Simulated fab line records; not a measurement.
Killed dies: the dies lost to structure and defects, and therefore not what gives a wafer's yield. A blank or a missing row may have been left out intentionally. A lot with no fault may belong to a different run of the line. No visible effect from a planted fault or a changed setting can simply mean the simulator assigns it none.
Which tool did it? -- flow nand_harc -- 45 wafers from 15 lots sampled at 2 of the route's 1159 steps

## WHAT EACH GAUGE READ, for each wafer
NHARC_A_BLC_INSPECT_28. Usual: raw_defect_count 438, standard deviation 130.
lot,measured,on,raw_defect_count,flag
L568,day 17 23:52,defect_inspect-01,497 739 499,
L566,day 18 00:48,defect_inspect-02,544 408 601,
L565,day 18 03:47,defect_inspect-02,551 466 391,
L569,day 18 07:25,defect_inspect-02,311 448 367,
L572,day 18 21:47,defect_inspect-02,368 493 557,
L571,day 18 22:34,defect_inspect-01,611 448 468,
L574,day 19 23:27,defect_inspect-01,373 352 356,
L578,day 20 20:09,defect_inspect-02,306 338 564,
L580,day 21 18:14,defect_inspect-02,400 407 375,
L581,day 21 18:59,defect_inspect-02,382 365 477,
L582,day 21 20:56,defect_inspect-02,415 490 398,
L584,day 22 05:34,defect_inspect-01,305 343 329,
L586,day 22 19:27,defect_inspect-01,265 404 369,
L587,day 22 23:11,defect_inspect-01,497 727 523,
L588,day 23 07:34,defect_inspect-01,315 330 408,

## WHICH TOOL RAN EACH LOT (tool, then ch and the chambers of the sampled wafers, then the start)
lot,NHARC_A_BLC_PVD_32
L568,"pvd_sputter-03, day 17 23:52 or earlier"
L566,"pvd_sputter-02, day 18 00:48 or earlier"
L565,"pvd_sputter-02, day 18 03:47 or earlier"
L569,"pvd_sputter-02, day 18 07:25 or earlier"
L572,"pvd_sputter-03, day 18 21:47 or earlier"
L571,"pvd_sputter-02, day 18 22:34 or earlier"
L574,"pvd_sputter-02, day 19 23:27 or earlier"
L578,"pvd_sputter-02, day 20 20:09 or earlier"
L580,"pvd_sputter-01, day 21 18:14 or earlier"
L581,"pvd_sputter-02, day 21 18:59 or earlier"
L582,"pvd_sputter-03, day 21 20:56 or earlier"
L584,"pvd_sputter-02, day 22 05:34 or earlier"
L586,"pvd_sputter-03, day 22 19:27 or earlier"
L587,"pvd_sputter-02, day 22 23:11 or earlier"
L588,"pvd_sputter-03, day 23 07:34 or earlier"
- NHARC_A_BLC_PVD_32: deposits Ti, target thk 5 nm, time 17.7 s.

## WHAT THE TOOLS THEMSELVES READ (means of the sampled wafers that have a number; where no wafer has one, the mark that the record gives instead)
NHARC_A_BLC_PVD_32. Usual: throttle_valve_pct 30.2 %, standard deviation 0.7.
lot,tool,throttle_valve_pct (%),flag
L568,pvd_sputter-03,30.1,
L566,pvd_sputter-02,30.2,
L565,pvd_sputter-02,30.3,
L569,pvd_sputter-02,30.6,
L572,pvd_sputter-03,29.4,
L571,pvd_sputter-02,30.3,
L574,pvd_sputter-02,30.5,
L578,pvd_sputter-02,30.2,
L580,pvd_sputter-01,30.1,
L581,pvd_sputter-02,30.5,
L582,pvd_sputter-03,29.4,
L584,pvd_sputter-02,30.6,
L586,pvd_sputter-03,30.0,
L587,pvd_sputter-02,30.2,
L588,pvd_sputter-03,29.8,

## THE ANSWER, worked out from the rows above alone
Rule: a lot counts as off when the mean over its wafers that have a number is more than 3 standard deviations away from the usual mean. Also off: a lot with no number at a reading for which 4 or more lots have one. All remaining lots with rows at the step are treated as sound. First the gauges in route order, then the tools' own readings, where a lot's mean is used as printed above. The first step at which some lot is off is used, and at that step the reading that is off furthest; a lot without a number counts as furthest.
Across all readings shown, no lot is off: no conclusion can be drawn from this.

## WHAT THE SIMULATOR PUT IN
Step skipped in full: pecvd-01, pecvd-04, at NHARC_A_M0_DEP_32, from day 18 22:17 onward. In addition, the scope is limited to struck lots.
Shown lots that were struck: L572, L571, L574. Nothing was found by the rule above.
